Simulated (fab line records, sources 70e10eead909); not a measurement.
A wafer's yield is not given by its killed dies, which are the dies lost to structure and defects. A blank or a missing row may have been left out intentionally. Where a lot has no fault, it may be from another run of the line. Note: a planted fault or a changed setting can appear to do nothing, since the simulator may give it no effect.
Struck lot and sound lot, side by side -- flow nand harc -- 15 out of 1302 route steps
Sound: these wafers, L124.1, L124.4, L124.6. Struck: wafers L133.2, L133.3, L133.6. The cause is named last.
Per side, at each step with rows, come the tool, then ch with its chambers, and then its first start. Under that, the readings that differ: sound wafers -- struck wafers -- difference of the means -- sigmas: that difference in standard deviations of wafers without a fault.
alike: readings with means less than 2 such deviations apart, plus words and numbers identical on both sides. not compared: withheld readings, readings lacking a value on some wafer, bounds such as >300 that could conceal the same value, and numbers that have no deviation in the record and whose values overlap.
A row with sigmas, a row that says differs or no value, or rows on one side alone: a step with any of these is where the two part. Numbers that have no deviation but don't overlap get no sigmas and don't part them. A reading missing from all wafers of one side parts the sides only when that side holds two or more wafers.

first, 6 steps without rows for these wafers: NHARC_A_DECK1_JOINT_CVD_34 (deposits SiNx, target thk 20 nm); NHARC_A_DECK1_JOINT_DEP_06 (deposits SiOx, target thk 80 nm); NHARC_A_DECK1_JOINT_CURE_26 (time 32 s); NHARC_A_DECK1_JOINT_ANNEAL_27 (time 3600 s); NHARC_A_DECK1_JOINT_ANNEAL_28 (time 1800 s); NHARC_A_DECK1_JOINT_ANNEAL_29 (time 1800 s).
NHARC_A_DECK1_JOINT_CMP_02: polishes SiOx.
  sound on cmp-03 ch 0,2, day 14 18:44; struck on cmp-01 ch 0,2,3, day 18 17:49
  alike: motor current A
following that, these wafers have no rows for 1 step: NHARC_A_DECK1_JOINT_SRD_15.
NHARC_A_DECK1_JOINT_DEP_16: deposits SiO2, target thk 45 nm.
  sound on pecvd-03 ch 0,1,2, day 14 19:09; struck on pecvd-02 ch 0,1, day 18 18:10
  alike: heater power w, susceptor temp C, throttle valve pct
NHARC_A_DECK1_JOINT_THK_MEAS_17: measures by ellipsometry.
  sound on film metro-02, day 14 19:23; struck on film metro-02, day 18 18:26
  alike: thk nm
NHARC_A_DECK1_JOINT_INSPECT_05:
  sound on defect inspect-02, day 14 19:25; struck on defect inspect-01, day 18 18:28
  alike: raw defect count
NHARC_A_ONON_D2_DEP_00: target thk 1000 nm.
  sound on pecvd onon-04 ch 0, day 14 19:29; struck on pecvd onon-04 ch 0, day 18 18:35
  alike: nh3 flow sccm, susceptor temp C
NHARC_A_ONON_D2_THK_MEAS_02: measures by ellipsometry.
  sound on film metro-01, day 14 19:59; struck on film metro-01, day 18 19:02
reading,sound,struck,difference,sigmas
thk nm (nm),999 998 999,646 647 650,-351,-49
then, 1 step without rows for these wafers: NHARC_A_ONON_D2_DEP_03 (target thk 1000 nm).
-- break in the record here, with 12 days between the starts of the struck wafers on either side (left off in module A_ONON_D2, picked up again in module END, where the first step shown is number 1302 on the route) --
NHARC_END_SORT_01:
  sound on prober-01 ch 0, day 27 00:45; struck on prober-01 ch 0, day 30 14:55
reading,sound,struck,difference,sigmas
killed at array,47 51,672 671 670,+622,+33
killed dies,55 52,677 677 677,+624,+31
  alike: killed at other, killed at periphery, killed open, killed short

## WHERE THEY PART
Last at NHARC_END_SORT_01 as far as this record goes, first at NHARC_A_ONON_D2_THK_MEAS_02.

WHY: what had been put in by the simulator
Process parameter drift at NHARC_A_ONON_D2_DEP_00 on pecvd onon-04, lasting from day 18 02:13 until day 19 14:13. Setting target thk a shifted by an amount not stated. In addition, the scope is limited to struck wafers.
